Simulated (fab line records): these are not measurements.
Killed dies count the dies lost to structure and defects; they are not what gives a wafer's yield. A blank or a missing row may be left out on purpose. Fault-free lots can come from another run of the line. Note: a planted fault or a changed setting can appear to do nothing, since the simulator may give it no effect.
fab line records	flow n5-finfet
record lots=10	wafers=25	last-day=18
route steps=1938 shown HKMG_FIN@405 BEOL_M4@1111 PASSIVATION@1936
lots that met no fault: from a run of the same line without faults
start-h: hours from the record's opening day to when the first of the lot's shown wafers began	wait-h: hours elapsed since this lot's preceding step	" repeats the value in the row above	L1.1+2: a row that stands for several wafers	- no value, or no start given	* or withheld: withheld	< > ~ a bound
route shown NAME@n: names a module that has steps shown in the file, with the first one's number in the route	usual: the fault-free wafers' mean and standard deviation	same: alike in all rows	chamber/n: place in a boat	sites: the reading at each site	_std_site: how widely they spread, as a standard deviation	_edge_site: outer sites' mean less inner sites'	radius-mm: how far each site lies from the wafer's centre	mask NAME#n: copy n	behind: the last tool/chamber to shape the wafer	hold: the reason the lot was held/the length of the hold in hours/how it ended	device: transistor that didn't switch, given as n, p or np	end of line: the route-end tests of the same wafers	for a step that has no rows: nothing shown but its recipe	killed: count of dies lost to structure and defects at first sort (not the wafer's yield)	map: dies across one wafer; x = killed, . = not, _ = none there
set.NAME: setting as actually run; set.NAME@STEP: the setting as run at that earlier step	model.NAME: the simulator's own value behind a step, which no gauge read
route steps across a sampled set of lots; one table per step, one row per wafer
services: when a tool's chamber went out of use (start-h, in hours from the record's first day, below 0 if earlier), for how many hours, and the reason
## steps
# step N5_HKMG_FIN_STRIP_57
# recipe chemistry=CF4	resist=SiARC	power-w=300	bias-power-w=75	pressure-mtorr=50	cf4-flow-sccm=150	rf-frequency-hz=6e+07
# usual drypump-motor-current-A=5.7/0.46	oes-product-au=0.79/0.069	rf-vpp-V=271.4/1.2	showerhead-plenum-p-Torr=1.81/0.047	throttle-valve-pct=13.63/0.24
lot.wafer	tool	chamber	start-h	wait-h	drypump-motor-current-A	oes-product-au	rf-hours-counter-h	rf-vpp-V	showerhead-plenum-p-Torr	throttle-valve-pct
L198.2	rie-diel-02	0	74.25	0.0	5.9	0.91	17	272.6	1.83	13.44
L198.3	"	3	"	"	5.4	0.75	132	271.6	1.80	13.72
L198.6	"	2	"	"	6.3	0.68	-	269.3	1.70	13.82
L199.3	rie-diel-05	3	82.77	0.0	6.3	0.82	86	271.9	1.83	13.65
L199.4	"	1	"	"	5.7	0.77	142	271.6	1.80	13.65
L199.5	"	3	"	"	6.3	0.81	-	271.5	1.83	13.66
L200.2	rie-diel-01	3	83.68	0.0	6.1	0.91	23	272.1	1.83	13.15
L200.5	"	2	"	"	5.2	0.79	-	271.1	1.72	13.75
L208.1	rie-diel-02	2	135.40	0.0	6.3	0.91	6	272.6	1.90	13.31
L208.3	"	3	"	"	5.4	0.73	155	270.7	1.80	13.77
L208.5	"	3	"	"	5.4	0.73	-	272.2	1.80	13.78
L211.1	rie-diel-05	1	156.27	0.0	5.7	0.75	168	271.1	1.79	13.71
L211.5	"	2	"	"	5.3	0.85	-	271.0	1.81	13.42
L212.1	rie-diel-01	2	157.56	0.0	5.3	0.77	154	270.4	1.72	13.81
L212.2	"	3	"	"	6.1	0.87	45	271.3	1.82	13.21
L212.4	"	0	"	"	5.1	0.76	115	270.8	1.79	13.53
L213.2	rie-diel-01	1	160.84	0.0	5.3	0.70	229	273.2	1.84	13.92
L213.5	"	2	"	"	5.3	0.77	-	269.7	1.72	13.82
L216.3	rie-diel-05	1	179.49	0.0	5.7	0.74	177	270.7	1.79	13.71
L216.6	"	1	"	"	5.7	0.74	-	270.8	1.79	13.73
L220.1	rie-diel-05	2	210.00	0.0	5.3	0.82	71	271.3	1.81	13.45
L220.2	"	1	"	"	5.7	0.73	188	270.9	1.79	13.76
L220.4	"	3	"	"	6.3	0.78	132	272.5	1.82	13.77
L221.4	rie-diel-01	2	211.30	0.0	5.3	0.75	171	269.3	1.71	13.87
L221.6	"	0	"	"	5.1	0.75	-	271.2	1.79	13.59
# step N5_HKMG_FIN_STRIP_93
# recipe chemistry=N2/H2	material=SOC	time-s=20	power-w=500	temp-c=40	pressure-mtorr=50	rf-frequency-hz=6e+07	bias-power-w=8	h2-frac=0.5	n2-flow-sccm=300	h2-flow-sccm=300
# usual drypump-motor-current-A=5.7/0.47	oes-product-au=0.80/0.068	rf-vpp-V=54.4/0.89	showerhead-plenum-p-Torr=3.39/0.088	throttle-valve-pct=19.1/0.31
lot.wafer	tool	chamber	start-h	wait-h	drypump-motor-current-A	oes-product-au	rf-hours-counter-h	rf-vpp-V	showerhead-plenum-p-Torr	throttle-valve-pct
L198.2	rie-diel-02	0	74.70	0.2	5.9	0.91	17	54.5	3.43	18.8
L198.3	"	3	"	"	5.4	0.77	133	54.1	3.38	19.7
L198.6	"	2	"	"	6.3	0.67	-	52.5	3.19	19.3
L199.3	rie-diel-05	3	83.22	0.2	6.3	0.82	86	53.8	3.41	18.9
L199.4	"	1	"	"	5.7	0.77	142	53.5	3.35	18.7
L199.5	"	3	"	"	6.3	0.82	-	53.8	3.41	18.9
L200.2	rie-diel-01	3	84.13	0.2	6.1	0.91	23	56.7	3.44	19.4
L200.5	"	2	"	"	5.3	0.80	-	52.9	3.25	19.2
L208.1	rie-diel-02	2	135.85	0.2	6.3	0.94	6	55.7	3.59	19.0
L208.3	"	3	"	"	5.4	0.76	155	54.3	3.37	19.8
L208.5	"	3	"	"	5.4	0.76	-	55.7	3.37	19.8
L211.1	rie-diel-05	1	156.71	0.2	5.7	0.74	168	54.2	3.33	18.8
L211.5	"	2	"	"	5.3	0.86	-	55.5	3.40	18.7
L212.1	rie-diel-01	2	158.01	0.2	5.2	0.77	154	53.3	3.24	19.3
L212.2	"	3	"	"	6.1	0.88	45	53.6	3.42	19.4
L212.4	"	0	"	"	5.1	0.77	115	53.9	3.38	18.8
L213.2	rie-diel-01	1	161.28	0.2	5.3	0.71	230	54.6	3.43	19.0
L213.5	"	2	"	"	5.2	0.77	-	54.7	3.24	19.3
L216.3	rie-diel-05	3	179.94	0.2	6.4	0.79	120	55.4	3.39	19.0
L216.6	"	1	"	"	5.7	0.74	-	55.2	3.33	18.8
L220.1	rie-diel-05	2	210.45	0.2	5.3	0.85	71	55.5	3.39	18.7
L220.2	"	1	"	"	5.7	0.73	188	53.9	3.32	18.8
L220.4	"	3	"	"	6.3	0.78	132	54.1	3.38	19.0
L221.4	rie-diel-01	2	211.75	0.2	5.3	0.75	172	52.9	3.23	19.3
L221.6	"	0	"	"	5.1	0.76	-	54.1	3.37	18.9
# step N5_HKMG_FIN_ALD_36
# recipe material=TiN	target-thk-a=10	temp-c=400	ald-precursor-family=TiCl4	ald-co-reactant=NH3	pulse-time-s=1	purge-time-s=3	co-reactant-purge-time-s=2	co-reactant-pulse-time-s=2	ald-cycles=47	pressure-torr=3
# usual heater-power-outer-w=526/56	heater-power-w=845/71	precursor-pulse-height-rel=0.999/0.019
# same ald-cycles=47	co-reactant-purge-time-s=2
lot.wafer	tool	chamber	start-h	wait-h	heater-power-outer-w	heater-power-w	precursor-pulse-height-rel
L198.2	ald-metal-03	2	76.18	0.0	439	733	1.057
L198.3	"	3	"	"	553	893	1.014
L198.6	"	0	"	"	447	751	1.012
L199.3	ald-metal-01	2	84.91	0.2	458	798	0.987
L199.4	"	3	"	"	639	1003	1.017
L199.5	"	3	"	"	621	954	0.978
L200.2	ald-metal-02	3	85.91	0.0	562	864	1.007
L200.5	"	0	"	"	501	862	0.993
L208.1	ald-metal-03	1	137.31	0.0	502	840	1.003
L208.3	"	3	"	"	540	890	0.996
L208.5	"	1	"	"	514	850	0.976
L211.1	ald-metal-02	1	158.11	0.0	547	771	0.983
L211.5	"	3	"	"	560	822	1.002
L212.1	ald-metal-03	0	159.62	0.0	467	738	1.011
L212.2	"	3	"	"	549	884	0.952
L212.4	"	3	"	"	540	886	0.980
L213.2	ald-metal-02	2	162.69	0.0	491	813	0.995
L213.5	"	2	"	"	482	811	0.999
L216.3	ald-metal-02	1	181.36	0.0	571	782	0.995
L216.6	"	0	"	"	494	871	1.002
L220.1	ald-metal-01	0	211.86	0.0	569	889	1.017
L220.2	"	2	"	"	450	792	0.968
L220.4	"	3	"	"	629	981	1.040
L221.4	ald-metal-01	0	213.19	0.0	580	872	0.994
L221.6	"	2	"	"	445	790	0.990
# step N5_HKMG_FIN_INSPECT_14
# recipe mode=adi	inspect-instrument=macro
# usual raw-defect-count=2.1/1.4
lot.wafer	tool	chamber	start-h	wait-h	raw-defect-count
L198.2	defect-inspect-01	-	77.26	0.0	2
L198.3	"	-	"	"	1
L198.6	"	-	"	"	2
L199.3	defect-inspect-02	-	86.00	0.0	3
L199.4	"	-	"	"	2
L199.5	"	-	"	"	1
L200.2	defect-inspect-01	-	87.12	0.0	0
L200.5	"	-	"	"	1
L208.1	defect-inspect-02	-	138.52	0.0	1
L208.3	"	-	"	"	>300
L208.5	"	-	"	"	>300
L211.1	defect-inspect-01	-	159.32	0.0	3
L211.5	"	-	"	"	1
L212.1	defect-inspect-02	-	160.83	0.0	2
L212.2	"	-	"	"	1
L212.4	"	-	"	"	1
L213.2	defect-inspect-01	-	163.77	0.0	1
L213.5	"	-	"	"	3
L216.3	defect-inspect-01	-	182.45	0.0	2
L216.6	"	-	"	"	4
L220.1	defect-inspect-02	-	213.07	0.0	0
L220.2	"	-	"	"	2
L220.4	"	-	"	"	1
L221.4	defect-inspect-02	-	214.41	0.0	0
L221.6	"	-	"	"	4
# step N5_HKMG_FIN_ETCH_32
# recipe chemistry=N2/H2	target=SOC	target-depth-a=2400	temp-c=40	time-s=300	ion-energy-ev=200	mask-material=SiARC	pressure-mtorr=30	source-w=840	bias-w=150	n2-flow-sccm=200	h2-flow-sccm=200
# usual drypump-motor-current-A=5.8/0.44	oes-product-au=0.80/0.067	rf-vpp-V=524.3/2	showerhead-plenum-p-Torr=2.56/0.065	throttle-valve-pct=17.93/0.18
lot.wafer	tool	chamber	start-h	wait-h	drypump-motor-current-A	oes-product-au	rf-hours-counter-h	rf-vpp-V	showerhead-plenum-p-Torr	throttle-valve-pct
L198.2	rie-diel-01	1	77.39	0.0	5.3	0.73	200	526.6	2.61	18.00
L198.3	"	2	"	"	5.3	0.80	125	521.6	2.46	18.11
L198.6	"	2	"	"	5.2	0.81	-	520.9	2.46	18.12
L199.3	rie-diel-02	0	86.12	0.0	5.9	0.91	20	526.5	2.60	17.68
L199.4	"	1	"	"	6.3	0.74	194	522.4	2.53	18.03
L199.5	"	3	"	"	5.4	0.77	-	523.7	2.56	18.14
L200.2	rie-diel-02	3	87.24	0.0	5.4	0.77	136	525.5	2.56	18.14
L200.5	"	0	"	"	5.9	0.91	-	524.7	2.60	17.68
L208.1	rie-diel-01	1	138.65	0.0	5.3	0.70	221	527.4	2.60	18.03
L208.3	"	3	"	"	6.1	0.89	37	525.4	2.60	17.70
L208.5	"	1	"	"	5.3	0.71	-	525.3	2.60	18.05
L211.1	rie-diel-05	0	159.45	0.0	5.9	0.81	95	523.5	2.57	18.13
L211.5	"	2	"	"	5.3	0.87	-	525.8	2.57	17.68
L212.1	rie-diel-05	0	160.96	0.0	5.9	0.81	95	525.8	2.57	18.12
L212.2	"	1	"	"	5.7	0.75	169	523.8	2.52	17.80
L212.4	"	3	"	"	6.3	0.79	113	524.5	2.57	17.86
L213.2	rie-diel-01	2	163.90	0.0	5.2	0.76	156	521.5	2.45	18.17
L213.5	"	2	"	"	5.3	0.78	-	522.1	2.45	18.17
L216.3	rie-diel-05	3	182.58	0.0	6.3	0.78	121	523.0	2.57	17.85
L216.6	"	0	"	"	5.9	0.80	-	524.7	2.57	18.14
L220.1	rie-diel-02	3	213.40	0.0	5.4	0.73	178	524.9	2.54	18.21
L220.2	"	1	"	"	6.3	0.71	237	522.7	2.51	18.10
L220.4	"	0	"	"	5.9	0.84	64	524.8	2.58	17.77
L221.4	rie-diel-02	3	214.58	0.0	5.4	0.74	178	523.9	2.54	18.22
L221.6	"	3	"	"	5.4	0.74	-	524.0	2.54	18.21
# step N5_BEOL_M4_RC_MEAS_101
# usual DIBL_N=36.3/1.7	DIBL_P=36.0/1.9	IOFF_N=0.156/0.028	IOFF_P=0.21/0.036	ION_N=675/11	ION_P=463/7.8	SS_N=71.6/0.59	SS_P=73.2/0.63	VT_N=250/3.1	VT_P=-251/3.4
lot.wafer	tool	chamber	start-h	wait-h	DIBL_N[mV/V]	DIBL_P[mV/V]	IOFF_N[nA/um]	IOFF_P[nA/um]	ION_N[uA/um]	ION_P[uA/um]	SS_N[mV/dec]	SS_P[mV/dec]	VT_N[mV]	VT_P[mV]
L198.2	prober-02	0	161.97	0.9	32.5	34.3	0.114	0.16	661	455	71.2	72.2	252	-255
L198.3	"	0	"	"	34.3	35.3	0.124	0.17	671	459	71.5	72.8	251	-252
L198.6	"	0	"	"	35.5	36.1	0.148	0.19	671	457	72.2	73.0	248	-252
L199.3	prober-02	0	168.96	0.3	38.5	37.8	0.187	0.21	682	458	71.5	73.8	246	-252
L199.4	"	0	"	"	36.1	35.7	0.158	0.18	674	456	71.3	73.2	247	-253
L199.5	"	0	"	"	36.6	36.2	0.158	0.18	679	460	71.3	73.7	248	-253
L200.2	prober-01	0	175.46	0.2	36.3	36.5	0.166	0.22	681	471	72.3	73.6	250	-249
L200.5	"	0	"	"	35.4	36.5	0.161	0.21	682	468	72.3	72.4	246	-252
L208.1	prober-02	0	227.23	0.0	32.8	32.7	0.098	0.14	642	443	70.1	72.1	258	-257
L208.3	"	0	"	"	35.2	34.5	0.137	0.15	668	450	71.6	71.6	250	-257
L208.5	"	0	"	"	35.2	36.2	0.135	0.18	683	463	70.9	72.6	252	-253
L212.1	prober-02	0	248.31	0.0	36.5	37.7	0.165	0.19	676	454	72.8	72.5	252	-251
L212.2	"	0	"	"	36.7	37.9	0.153	0.19	670	458	71.7	73.7	251	-252
L212.4	"	0	"	"	38.2	39.8	0.193	0.23	677	462	71.7	73.6	246	-251
L211.1	prober-02	0	250.83	0.0	36.5	35.3	0.171	0.25	693	481	72.3	73.4	246	-245
L211.5	"	0	"	"	37.8	36.9	0.193	0.27	691	480	72.7	74.0	246	-246
L213.2	prober-01	0	253.39	0.2	34.1	36.0	0.121	0.21	667	466	70.9	73.4	255	-247
L213.5	"	0	"	"	37.0	38.6	0.166	0.26	679	474	72.2	74.2	252	-245
L216.3	prober-01	0	272.47	0.3	37.2	37.6	0.184	0.22	696	467	72.2	74.1	248	-251
L216.6	"	0	"	"	37.4	36.7	0.170	0.21	676	463	71.3	73.6	248	-248
L220.1	prober-01	0	303.27	0.0	32.7	32.4	0.120	0.14	667	453	71.0	72.6	255	-255
L220.2	"	0	"	"	35.5	37.1	0.155	0.19	666	458	71.5	73.3	254	-253
L220.4	"	0	"	"	33.7	34.0	0.130	0.16	675	455	70.1	72.8	254	-254
L221.4	prober-01	0	320.54	0.5	36.5	35.5	0.142	0.22	667	466	71.1	72.7	250	-247
L221.6	"	0	"	"	41.0	40.2	0.249	0.32	689	478	72.7	74.6	242	-245
# step N5_PASSIVATION_PROBE_49
# usual defect-limited-yield=91.5/1.5	killed_at_M0_to_M3=30/11	killed_at_M4_up=13/4.9	killed-at-contacts=14/6.5	killed-at-front-end=40/11	killed-at-other=3.3/2.7	killed-dies=100/18	killed-on-rim=13/3.8	killed-open=67/14	killed-short=32/7.8	sort_bin_5_function=5.0/0.97	sort_bin_6_memory=3.2/0.75	sort-n-pass=1080/18	sort-yield-pct=91.5/1.5
# same gross-dies=1180	killed-at-back-side=0	sort_bin_4_leakage[%]=0	sort_bin_8_speed[%]=0
lot.wafer	tool	chamber	start-h	wait-h	defect-limited-yield[%]	killed_at_M0_to_M3	killed_at_M4_up	killed-at-contacts	killed-at-front-end	killed-at-other	killed-dies	killed-on-rim	killed-open	killed-short	sort_bin_5_function[%]	sort_bin_6_memory[%]	sort-n-pass	sort-yield-pct[%]
L208.1	prober-02	-	333.21	0.0	92.3	19	19	19	31	3	91	12	68	23	4.8	2.7	1089	92.3
L208.3	prober-02	-	333.31	0.1	87.2	31	4	18	96	2	151	30	58	30	7.5	3.3	1029	87.2
L208.5	prober-02	-	333.41	0.2	86.9	24	13	12	103	2	154	28	59	35	6.9	3.8	1026	86.9
# killed by level:class
L208.1 MOL_CONTACT_COAG:geometric-particle:open=15 FIN_SAQP:geometric-particle:open=10 BEOL_M0_SAQP:geometric-particle:open=7 FIN_SAQP:geometric-particle:short=5 STI_FIN_REVEAL:geometric-particle:open=5 BEOL_M4:geometric-particle:open=5 BEOL_M7:geometric-particle:open=5 MOL_CONTACT_COAG:geometric-particle:short=4
L208.3 HKMG_FIN:unspecified=60 FIN_SAQP:geometric-particle:open=14 MOL_CONTACT_COAG:geometric-particle:open=14 BEOL_M0_SAQP:geometric-particle:open=12 BEOL_M0_SAQP:geometric-particle:short=8 FIN_SAQP:geometric-particle:short=7 BEOL_M3:geometric-particle:open=5 BEOL_M1:geometric-particle:open=4
L208.5 HKMG_FIN:unspecified=59 FIN_SAQP:geometric-particle:open=14 BEOL_M0_SAQP:geometric-particle:open=10 FIN_SAQP:geometric-particle:short=7 BEOL_M0_SAQP:geometric-particle:short=7 MOL_CONTACT_COAG:geometric-particle:short=6 DUMMY_GATE:geometric-particle:open=5 MOL_CONTACT_COAG:geometric-particle:open=5
## services
tool	chamber	start-h	hours	kind
rie-diel-01	-	79.26	0.6	repair
rie-diel-01	1	95.65	5.7	repair
rie-diel-01	2	98.62	8.0	repair
ald-metal-01	3	98.68	6.5	repair
rie-diel-02	2	103.79	-	clean
rie-diel-02	2	103.79	-	consumable-replace:focus-ring
rie-diel-02	2	103.79	-	consumable-replace:showerhead
rie-diel-02	2	103.79	14.3	scheduled-down
rie-diel-02	2	103.79	14.3	vent-cycle
rie-diel-02	0	108.23	1.7	repair
rie-diel-02	-	130.52	2.8	pm
rie-diel-05	1	146.48	2.7	repair
rie-diel-01	0	150.88	2.4	repair
ald-metal-03	3	152.60	3.2	repair
ald-metal-03	2	155.54	8.3	repair
rie-diel-02	3	176.47	6.5	repair
rie-diel-05	2	179.93	8.2	repair
## key
first-sign step=N5_HKMG_FIN_INSPECT_14	reading=raw-defect-count	direction=up	sigmas=99+	usual=2.1	struck=>300
effect step=N5_PASSIVATION_PROBE_49	reading=killed-at-front-end	direction=up	sigmas=5.4	usual=40	struck=100
more-kills-born-at N5_HKMG_FIN_STRIP_93@rie-diel-02=119
met-at N5_HKMG_FIN_STRIP_93
struck-lots L208
struck-wafers L208.3,L208.5
not-acting-at N5_HKMG_FIN_STRIP_57,N5_HKMG_FIN_ALD_36,N5_HKMG_FIN_ETCH_32
onset-between 74.70 135.85
fault kind=chamber-particle-source	tool=rie-diel-02	chamber=3	onset-h=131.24	steps=N5_HKMG_FIN_STRIP_93	rate-per-visit-cm2=1.8294	end-h=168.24
